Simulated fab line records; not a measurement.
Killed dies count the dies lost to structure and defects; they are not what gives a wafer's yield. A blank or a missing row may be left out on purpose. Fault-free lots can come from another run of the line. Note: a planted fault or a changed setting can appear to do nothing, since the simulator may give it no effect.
Which tool is to blame? | flow n5Finfet | Sampling: 9 lots, 26 wafers, 5 of 1938 route steps

## WHAT EACH GAUGE READ, for each wafer
N5_SD_EPI_N_INSPECT_11: inspects for defects (macro). Usual: rawDefectCount at 2.1, with a standard deviation of 1.4.
lot  | measured    | on               | rawDefectCount | flag
L314 | day 3 03:23 | defectInspect-02 | 5 3 5          | 
L315 | day 3 09:07 | defectInspect-02 | 1 2 0          | 
L318 | day 4 05:30 | defectInspect-01 | 2 2            | 
L324 | day 5 11:26 | defectInspect-02 | 2 1 2          | 
L325 | day 5 21:47 | defectInspect-01 | 4 3 0          | 
L327 | day 6 07:20 | defectInspect-02 | 1 1 3          | 
L334 | day 8 05:29 | defectInspect-01 | 1 0 1          | 
L335 | day 8 16:01 | defectInspect-02 | 3 2 3          | 
L337 | day 9 03:38 | defectInspect-01 | 1 3 1          | 

N5_BEOL_M4_RC_MEAS_101. Usual: DIBL_N 36.0 mV/V, standard deviation 1.9; DIBL_P 36.0 mV/V, standard deviation 2.1; IOFF_N 0.155 nA/um, standard deviation 0.029; IOFF_P 0.20 nA/um, standard deviation 0.032; ION_N 672 uA/um, standard deviation 11; ION_P 461 uA/um, standard deviation 6.9; SS_N 71.5 mV/dec, standard deviation 0.58; SS_P 73.2 mV/dec, standard deviation 0.64; VT_N 250.4 mV, standard deviation 2.9; VT_P -251.0 mV, standard deviation 2.8.
lot  | measured     | on        | DIBL_N (mV/V)  | DIBL_P (mV/V)  | IOFF_N (nA/um)    | IOFF_P (nA/um) | ION_N (uA/um) | ION_P (uA/um) | SS_N (mV/dec)  | SS_P (mV/dec)  | VT_N (mV)         | VT_P (mV)            | flag
L314 | day 8 12:22  | prober-02 | 34.5 35.0 35.1 | 33.8 35.0 34.7 | 0.124 0.131 0.136 | 0.16 0.17 0.16 | 676 659 661   | 455 446 451   | 70.4 71.1 70.7 | 72.2 72.5 72.9 | 254.2 253.3 251.9 | -256.0 -252.8 -257.8 | 
L315 | day 8 17:25  | prober-02 | 36.5 34.5 34.4 | 35.3 33.6 33.3 | 0.129 0.114 0.112 | 0.19 0.18 0.17 | 654 672 666   | 452 470 462   | 71.4 71.0 70.8 | 73.9 72.9 72.3 | 254.5 254.6 254.9 | -251.4 -251.4 -253.8 | 
L318 | day 9 18:07  | prober-01 | 34.8 36.1      | 34.1 35.2      | 0.124 0.143       | 0.19 0.20      | 666 660       | 460 460       | 71.1 71.8      | 72.9 73.1      | 252.0 251.5       | -249.1 -249.3        | 
L324 | day 11 04:49 | prober-02 | 35.8 34.9 34.5 | 35.7 34.6 34.0 | 0.176 0.155 0.143 | 0.22 0.21 0.19 | 683 681 674   | 467 467 458   | 71.3 71.4 71.3 | 73.4 72.5 72.7 | 248.7 247.3 250.2 | -249.5 -250.5 -249.1 | 
L325 | day 10 21:57 | prober-01 | 35.8 37.6 35.4 | 34.8 36.5 34.4 | 0.153 0.179 0.134 | 0.20 0.22 0.19 | 679 683 658   | 465 468 456   | 71.9 71.7 71.7 | 72.5 73.5 72.4 | 249.8 250.3 254.5 | -251.6 -251.2 -252.9 | 
L327 | day 11 06:49 | prober-01 | 36.3 34.5 37.5 | 36.1 34.0 36.8 | 0.181 0.146 0.201 | 0.21 0.17 0.22 | 685 654 691   | 463 451 462   | 72.0 71.6 72.1 | 73.4 73.0 74.3 | 244.9 251.9 246.8 | -251.0 -252.2 -251.3 | 
L334 | day 13 15:59 | prober-02 | 38.0 36.2 38.5 | 36.8 35.3 37.9 | 0.169 0.148 0.187 | 0.22 0.20 0.23 | 676 673 679   | 469 462 460   | 72.0 70.9 71.9 | 73.9 73.6 74.0 | 249.1 250.4 246.4 | -247.3 -249.4 -247.4 | 
L335 | day 14 00:02 | prober-02 | 33.6 32.7 34.6 | 33.1 32.2 33.9 | 0.130 0.124 0.132 | 0.18 0.17 0.19 | 675 673 656   | 467 464 457   | 71.5 70.7 70.9 | 72.1 72.4 72.7 | 250.5 255.6 253.0 | -250.3 -251.7 -251.1 | 
L337 | day 13 23:31 | prober-01 | 37.5 35.8 38.0 | 36.0 34.7 36.4 | 0.179 0.147 0.173 | 0.23 0.20 0.24 | 672 678 657   | 465 460 450   | 71.6 71.1 71.5 | 73.9 72.9 73.8 | 248.6 251.6 248.6 | -246.8 -250.3 -252.1 | 

## TOOL THAT RAN EACH LOT (tool first, then ch and the chambers of the sampled wafers, then the start)
lot  | N5_DUMMY_GATE_ETCH_31            | N5_DUMMY_GATE_ETCH_32          | N5_SD_EPI_N_ETCHBACK_44
L314 | rieDiel-05 ch 0,3, day 3 01:36   | rieSi-01 ch 1,2,3, day 3 01:51 | rieDiel-03 ch 0,2,3, day 3 04:20
L315 | rieDiel-05 ch 2,3, day 3 07:19   | rieSi-01 ch 0,1, day 3 07:34   | rieDiel-03 ch 0,2, day 3 10:57
L318 | rieDiel-04 ch 0,1, day 4 03:40   | rieSi-05 ch 0,2, day 4 03:55   | rieDiel-03 ch 1, day 4 06:04
L324 | rieDiel-05 ch 1,2,3, day 5 09:31 | rieSi-03 ch 1,2, day 5 09:46   | rieDiel-03 ch 0,2, day 5 12:55
L325 | rieDiel-01 ch 1,3, day 5 19:35   | rieSi-03 ch 0,2,3, day 5 19:50 | rieDiel-03 ch 0,2, day 5 22:20
L327 | rieDiel-05 ch 0,3, day 6 05:33   | rieSi-01 ch 1,2,3, day 6 05:48 | rieDiel-03 ch 0,3, day 6 07:47
L334 | rieDiel-04 ch 0,2,3, day 8 03:37 | rieSi-05 ch 1,2, day 8 03:52   | rieDiel-02 ch 0,2,3, day 8 06:18
L335 | rieDiel-04 ch 1,2,3, day 8 14:11 | rieSi-05 ch 0,2,3, day 8 14:26 | rieDiel-02 ch 0,1,3, day 8 16:28
L337 | rieDiel-04 ch 0,1, day 9 01:31   | rieSi-01 ch 0,1,3, day 9 01:46 | rieDiel-06 ch 0,1,3, day 9 04:05
- N5_DUMMY_GATE_ETCH_31: etches SiO2 in C4F6/O2, target depth 82.5 nm, time 27.5 s.
- N5_DUMMY_GATE_ETCH_32: etches SiO2 in CF4, target depth 3.5 nm, time 3.9 s.
- N5_SD_EPI_N_ETCHBACK_44: etches SiNx in CH3F/O2, stops on SiO2, target depth 14.5 nm.

## AS READ BY THE TOOLS THEMSELVES (means over the sampled wafers that have a number; for cases with no such wafer, the mark the record gives instead)
N5_DUMMY_GATE_ETCH_31. Usual: drypumpMotorCurrentA 5.7 A, standard deviation 0.33; oes_o_777_au 0.75 a.u., standard deviation 0.083; oesProductAu 0.75 a.u., standard deviation 0.076; rfVppV 662 V, standard deviation 14; showerheadPlenumPTorr 2.88 Torr, standard deviation 0.08; throttleValvePct 21.17 %, standard deviation 0.27.
lot  | tool       | drypumpMotorCurrentA (A) | oes_o_777_au (a.u.) | oesProductAu (a.u.) | rfVppV (V) | showerheadPlenumPTorr (Torr) | throttleValvePct (%) | flag
L314 | rieDiel-05 | 5.5                      | 0.70                | 0.69                | 652        | 2.77                         | 21.47                | 
L315 | rieDiel-05 | 5.8                      | 0.74                | 0.73                | 655        | 2.85                         | 21.18                | 
L318 | rieDiel-04 | 5.9                      | 0.72                | 0.72                | 667        | 2.95                         | 21.30                | 
L324 | rieDiel-05 | 5.6                      | 0.74                | 0.73                | 656        | 2.85                         | 21.13                | 
L325 | rieDiel-01 | 5.6                      | 0.76                | 0.75                | 676        | 2.76                         | 20.90                | 
L327 | rieDiel-05 | 5.5                      | 0.88                | 0.86                | 660        | 2.99                         | 21.25                | 
L334 | rieDiel-04 | 5.9                      | 0.76                | 0.77                | 661        | 2.88                         | 21.09                | 
L335 | rieDiel-04 | 6.1                      | 0.76                | 0.76                | 676        | 2.87                         | 21.08                | 
L337 | rieDiel-04 | 5.9                      | 0.70                | 0.69                | 659        | 2.93                         | 21.34                | 

N5_DUMMY_GATE_ETCH_32. Usual: drypumpMotorCurrentA 5.6 A, standard deviation 0.52; oesProductAu 1.009 a.u., standard deviation 0.02; throttleValvePct 21.74 %, standard deviation 0.23.
lot  | tool     | drypumpMotorCurrentA (A) | oesProductAu (a.u.) | throttleValvePct (%) | flag
L314 | rieSi-01 | 5.5                      | 0.999               | 21.62                | 
L315 | rieSi-01 | 5.9                      | 0.999               | 21.60                | 
L318 | rieSi-05 | 6.3                      | 1.000               | 21.67                | 
L324 | rieSi-03 | 5.4                      | 1.014               | 22.27                | 
L325 | rieSi-03 | 5.5                      | 1.030               | 21.87                | 
L327 | rieSi-01 | 5.5                      | 1.003               | 21.64                | 
L334 | rieSi-05 | 6.0                      | 1.020               | 21.65                | 
L335 | rieSi-05 | 6.3                      | 0.993               | 21.67                | 
L337 | rieSi-01 | 5.6                      | 1.003               | 21.59                | 

N5_SD_EPI_N_ETCHBACK_44. Usual: drypumpMotorCurrentA 5.6 A, standard deviation 0.48; oes_o_777_au 0.83 a.u., standard deviation 0.074; oesProductAu 0.71 a.u., standard deviation 0.063; rfVppV 297 V, standard deviation 6.1; showerheadPlenumPTorr 2.02 Torr, standard deviation 0.059; throttleValvePct 16.23 %, standard deviation 0.27.
lot  | tool       | drypumpMotorCurrentA (A) | oes_o_777_au (a.u.) | oesProductAu (a.u.) | rfVppV (V) | showerheadPlenumPTorr (Torr) | throttleValvePct (%) | flag
L314 | rieDiel-03 | 5.7                      | 0.80                | 0.68                | 296        | 2.06                         | 16.01                | 
L315 | rieDiel-03 | 5.6                      | 0.75                | 0.65                | 296        | 2.08                         | 16.16                | 
L318 | rieDiel-03 | 6.1                      | 0.95                | 0.83                | 308        | 2.06                         | 16.02                | 
L324 | rieDiel-03 | 5.6                      | 0.89                | 0.72                | 298        | 2.07                         | 15.87                | 
L325 | rieDiel-03 | 5.5                      | 0.87                | 0.69                | 300        | 2.09                         | 15.82                | 
L327 | rieDiel-03 | 5.6                      | 0.83                | 0.65                | 300        | 2.07                         | 15.87                | 
L334 | rieDiel-02 | 5.3                      | 0.81                | 0.69                | 293        | 2.01                         | 16.45                | 
L335 | rieDiel-02 | 5.3                      | 0.77                | 0.67                | 295        | 2.02                         | 16.46                | 
L337 | rieDiel-06 | 5.9                      | 0.80                | 0.69                | 299        | 1.96                         | 16.47                | 

## THE ANSWER, worked out from the rows above alone
Rule: lot off if the mean of its wafers having a number is beyond 3 standard deviations from the usual mean. Also off: a lot with no number at a reading for which 4 or more lots have one. Where the step has rows for the other lots, those lots are counted as sound. Order of review: gauges by route order, followed by the tools' own readings, for which a lot's mean as printed above is used. The first step at which some lot is off is used, and at that step the reading that is off furthest; a lot without a number counts as furthest.
No lot is off on any of the readings shown, so nothing can be concluded from this.

## WHAT THE SIMULATOR PUT IN
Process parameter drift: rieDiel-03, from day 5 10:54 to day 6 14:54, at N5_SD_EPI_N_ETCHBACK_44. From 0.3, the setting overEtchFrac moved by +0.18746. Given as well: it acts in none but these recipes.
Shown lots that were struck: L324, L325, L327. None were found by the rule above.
